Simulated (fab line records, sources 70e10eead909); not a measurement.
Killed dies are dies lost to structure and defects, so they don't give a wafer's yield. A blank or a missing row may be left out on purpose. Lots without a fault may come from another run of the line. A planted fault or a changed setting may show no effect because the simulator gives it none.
Which tool did it? | flow nand_harc | 10 lots, 30 wafers sampled, at 7 steps of a route of 1159

WHAT THE GAUGES READ, wafer by wafer
NHARC_A_ONON_D1_THK_MEAS_27: measures by ellipsometry.
lot  | measured     | on            | thk_nm (nm)
L116 | day 10 00:34 | film_metro-01 | 1021 1021 1021
L118 | day 10 00:34 | film_metro-02 | 976 975 976
L113 | day 10 00:43 | film_metro-01 | 1014 1013 1015
L122 | day 11 00:41 | film_metro-02 | 996 995 997
L121 | day 11 07:19 | film_metro-02 | 999 999 997
L123 | day 11 22:48 | film_metro-02 | 993 990 992
L125 | day 12 02:26 | film_metro-02 | 1019 1019 1018
L124 | day 12 02:26 | film_metro-01 | 1000 1000 1002
L128 | day 12 23:23 | film_metro-01 | 1001 1002 1001
L131 | day 13 19:57 | film_metro-02 | 998 998 996

NHARC_A_CHANNEL_HOLE_D1_CD_MEAS_30.
lot  | measured     | on        | cd_nm (nm)
L116 | day 10 11:26 | cd_sem-03 | -0.2 1.4 1.7
L118 | day 10 11:15 | cd_sem-01 | -0.2 -0.4 0.1
L113 | day 10 15:29 | cd_sem-03 | -0.1 0.0 -0.6
L122 | day 11 13:01 | cd_sem-03 | 91.0 90.5 90.3
L121 | day 11 18:09 | cd_sem-02 | 90.5 91.4 90.5
L123 | day 12 09:23 | cd_sem-03 | 89.5 89.5 88.7
L125 | day 12 15:21 | cd_sem-01 | 87.6 89.2 87.6
L124 | day 12 16:00 | cd_sem-03 | 87.0 87.7 87.7
L128 | day 13 10:44 | cd_sem-02 | 89.2 88.8 87.7
L131 | day 14 16:14 | cd_sem-01 | 89.1 90.6 91.7

NHARC_END_SORT_01.
lot  | measured     | on        | killed_at_array | killed_at_other | killed_at_periphery | killed_dies | killed_open | killed_short
L116 | day 21 10:20 | prober-02 | 672 673 674     | 0 0 0           | 5 4 3               | 677 677 677 | 7 3 4       | 1 2 2
L118 | day 22 02:49 | prober-01 | 674 674 675     | 0 0 1           | 3 3 1               | 677 677 677 | 4 3 5       | 3 3 3
L113 | day 21 18:59 | prober-02 | 675 672 674     | 0 1 0           | 2 4 3               | 677 677 677 | 0 2 3       | 0 4 3

WHICH TOOL RAN EACH LOT (tool, then ch and the chambers of the sampled wafers, then the start)
lot  | NHARC_A_CHANNEL_HOLE_D1_ETCH_25  | NHARC_A_CHANNEL_HOLE_D1_ETCH_44    | NHARC_A_CHANNEL_HOLE_D1_XSEM_31 | NHARC_A_CHANNEL_FILL_D1_ALD_03
L116 | har_etch-02 ch 0, day 10 08:49   | rie_diel-10 ch 1,2, day 10 10:39   | xsem-01 ch 0, day 10 11:32      | -
L118 | har_etch-01 ch 0,1, day 10 08:38 | rie_diel-12 ch 0,2,3, day 10 10:28 | xsem-02 ch 0, day 10 11:22      | -
L113 | har_etch-01 ch 0,1, day 10 12:49 | rie_diel-10 ch 0,2,3, day 10 14:40 | xsem-02 ch 0, day 10 15:35      | -
L122 | har_etch-01 ch 0,1, day 11 10:32 | rie_diel-12 ch 1,2,3, day 11 12:14 | xsem-01 ch 0, day 11 13:07      | ald_sin_batch-01 ch 0, no start
L121 | har_etch-02 ch 0,1, day 11 15:40 | rie_diel-10 ch 1,2,3, day 11 17:21 | xsem-02 ch 0, day 11 18:15      | ald_sin_batch-02 ch 0, no start
L123 | har_etch-02 ch 0,1, day 12 06:46 | rie_diel-12 ch 0,3, day 12 08:36   | xsem-02 ch 0, day 12 09:29      | ald_sin_batch-03 ch 0, no start
L125 | har_etch-01 ch 0,1, day 12 12:44 | rie_diel-10 ch 0,1, day 12 14:34   | xsem-01 ch 0, day 12 15:26      | ald_sin_batch-01 ch 0, no start
L124 | har_etch-02 ch 1, day 12 13:23   | rie_diel-12 ch 1,2, day 12 15:13   | xsem-02 ch 0, day 12 16:05      | ald_sin_batch-01 ch 0, no start
L128 | har_etch-02 ch 0,1, day 13 08:06 | rie_diel-12 ch 1,2, day 13 09:56   | xsem-01 ch 0, day 13 10:49      | ald_sin_batch-01 ch 0, no start
L131 | har_etch-02 ch 0,1, day 14 13:37 | rie_diel-10 ch 0,1,3, day 14 15:27 | xsem-01 ch 0, day 14 16:19      | ald_sin_batch-02 ch 0, no start
- NHARC_A_CHANNEL_HOLE_D1_ETCH_25: etches the open film in C4F8/O2/Ar, time 1040.2 s, target depth 1500 nm.
- NHARC_A_CHANNEL_HOLE_D1_ETCH_44: etches the open film in CF4/O2, target depth 140 nm, overetch 14 nm, time 77 s.
- NHARC_A_CHANNEL_HOLE_D1_XSEM_31
- NHARC_A_CHANNEL_FILL_D1_ALD_03: deposits SiNx, target thk 6 nm, pulse time 60 s, ald cycles 58.

WHAT THE TOOLS THEMSELVES READ (means of the sampled wafers that have a number; where no wafer has one, the mark that the record gives instead)
NHARC_A_CHANNEL_HOLE_D1_ETCH_25.
lot  | tool        | c4f8_flow_sccm (sccm) | chamber_pressure_mTorr (mTorr) | drypump_motor_current_A (A) | esc_clamp_current_uA | he_backside_leak_sccm (sccm) | o2_flow_sccm (sccm) | showerhead_plenum_p_Torr (Torr) | throttle_valve_pct (%)
L116 | har_etch-02 | -                     | -                              | -                           | -                    | -                            | -                   | -                               | -
L118 | har_etch-01 | -                     | -                              | -                           | -                    | -                            | -                   | -                               | -
L113 | har_etch-01 | -                     | -                              | -                           | -                    | -                            | -                   | -                               | -
L122 | har_etch-01 | 93.78                 | 19.992                         | 5.7                         | 0.0213               | 6.1                          | 31.27               | 3.75                            | 32.243
L121 | har_etch-02 | 94.04                 | 19.997                         | 5.2                         | 0.0208               | 5.7                          | 31.25               | 3.83                            | 32.228
L123 | har_etch-02 | 94.14                 | 19.996                         | 5.1                         | 0.0208               | 5.5                          | 31.24               | 3.83                            | 32.238
L125 | har_etch-01 | 93.85                 | 20.020                         | 5.7                         | 0.0215               | 6.6                          | 31.14               | 3.69                            | 32.241
L124 | har_etch-02 | 94.00                 | 20.010                         | 5.0                         | 0.0210               | 5.9                          | 31.12               | 3.84                            | 32.238
L128 | har_etch-02 | 93.68                 | 20.013                         | 5.3                         | 0.0207               | 5.6                          | 31.12               | 3.81                            | 32.243
L131 | har_etch-02 | 93.70                 | 20.000                         | 5.2                         | 0.0209               | 5.7                          | 31.12               | 3.81                            | 32.231

NHARC_A_CHANNEL_HOLE_D1_ETCH_44.
lot  | tool        | bias_w (W) | cf4_flow_sccm (sccm) | drypump_motor_current_A (A) | o2_flow_sccm (sccm) | oes_ar_750_au (a.u.) | oes_product_au (a.u.) | rf_vpp_V (V) | showerhead_plenum_p_Torr (Torr) | throttle_valve_pct (%)
L116 | rie_diel-10 | 99.7       | 79.69                | 5.6                         | 19.96               | 0.999                | 0.987                 | 198.1        | 1.31                            | 13.396
L118 | rie_diel-12 | 100.0      | 80.20                | 5.6                         | 19.97               | 1.000                | 1.007                 | 195.9        | 1.29                            | 13.396
L113 | rie_diel-10 | 100.0      | 79.96                | 5.4                         | 19.99               | 0.999                | 1.002                 | 197.2        | 1.31                            | 13.407
L122 | rie_diel-12 | 100.0      | 80.09                | 5.2                         | 20.00               | 1.002                | 0.998                 | 196.8        | 1.31                            | 13.391
L121 | rie_diel-10 | 99.9       | 80.07                | 5.4                         | 19.98               | 0.996                | 0.998                 | 197.8        | 1.33                            | 13.399
L123 | rie_diel-12 | 99.9       | 79.87                | 6.0                         | 20.00               | 1.000                | 1.008                 | 196.9        | 1.28                            | 13.391
L125 | rie_diel-10 | 99.7       | 80.27                | 5.4                         | 20.03               | 1.000                | 1.008                 | 197.2        | 1.29                            | 13.392
L124 | rie_diel-12 | 100.4      | 80.19                | 5.0                         | 20.02               | 0.998                | 1.008                 | 198.7        | 1.34                            | 13.390
L128 | rie_diel-12 | 100.0      | 80.03                | 5.1                         | 20.04               | 0.999                | 1.000                 | 197.6        | 1.32                            | 13.402
L131 | rie_diel-10 | 99.9       | 80.11                | 5.3                         | 19.99               | 1.002                | 1.000                 | 197.6        | 1.32                            | 13.398

NHARC_A_CHANNEL_HOLE_D1_XSEM_31.
lot  | tool    | bot_cd_nm (nm) | bow_nm (nm) | tilt_deg (degrees)
L116 | xsem-01 | 1.6            | 0.0         | 0.00
L118 | xsem-02 | 0.0            | 1.1         | 0.03
L113 | xsem-02 | 0.0            | 0.9         | 0.02
L122 | xsem-01 | 74.1           | 9.4         | 0.01
L121 | xsem-02 | 75.9           | 9.1         | 0.08
L123 | xsem-02 | 73.1           | 8.9         | 0.05
L125 | xsem-01 | 73.0           | 8.2         | 0.03
L124 | xsem-02 | 72.6           | 8.2         | 0.06
L128 | xsem-01 | 73.3           | 8.7         | -0.06
L131 | xsem-01 | 74.2           | 9.2         | 0.07

NHARC_A_CHANNEL_FILL_D1_ALD_03.
lot  | tool             | precursor_pulse_height_rel
L122 | ald_sin_batch-01 | 1.007
L121 | ald_sin_batch-02 | 1.007
L123 | ald_sin_batch-03 | 0.999
L125 | ald_sin_batch-01 | 1.005
L124 | ald_sin_batch-01 | 1.012
L128 | ald_sin_batch-01 | 0.996
L131 | ald_sin_batch-02 | 1.004

THE ANSWER, worked out from the rows above alone
Rule: what is usual is taken from the lots themselves. Put in order of their means at a reading, lots are off if they are a third of the lots or fewer, leave a main group of 4 or more, and stand apart from it by a gap of 3 or more times the standard deviation of the main group's means; of several such gaps the widest counts. A main group whose means are all the same, to the digits that the tables above print for the reading, isn't used. A lot without any number at a reading at which 4 lots or more have one is off too. The other lots that the step has rows for count as sound. The gauges are gone through in route order, then the tools' own readings, and for those a lot's mean is taken as printed above. The first step at which some lot is off is used, and at that step the reading that is off furthest; a lot without a number counts as furthest.
Off: L116, L118, L113, at NHARC_A_CHANNEL_HOLE_D1_CD_MEAS_30 (cd_nm). The main group: mean 89.3 nm, standard deviation 1.2.
A tool fits if, at a process step before that reading, it ran every lot that is off, and no sound lot after the first of them. The gauges at NHARC_A_CHANNEL_HOLE_D1_CD_MEAS_30 aren't tried: what is off there is off at NHARC_A_CHANNEL_HOLE_D1_ETCH_25 too, on other tools, and a gauge's error can't cause that. None of those tried fits.

WHAT THE SIMULATOR HAD PUT IN
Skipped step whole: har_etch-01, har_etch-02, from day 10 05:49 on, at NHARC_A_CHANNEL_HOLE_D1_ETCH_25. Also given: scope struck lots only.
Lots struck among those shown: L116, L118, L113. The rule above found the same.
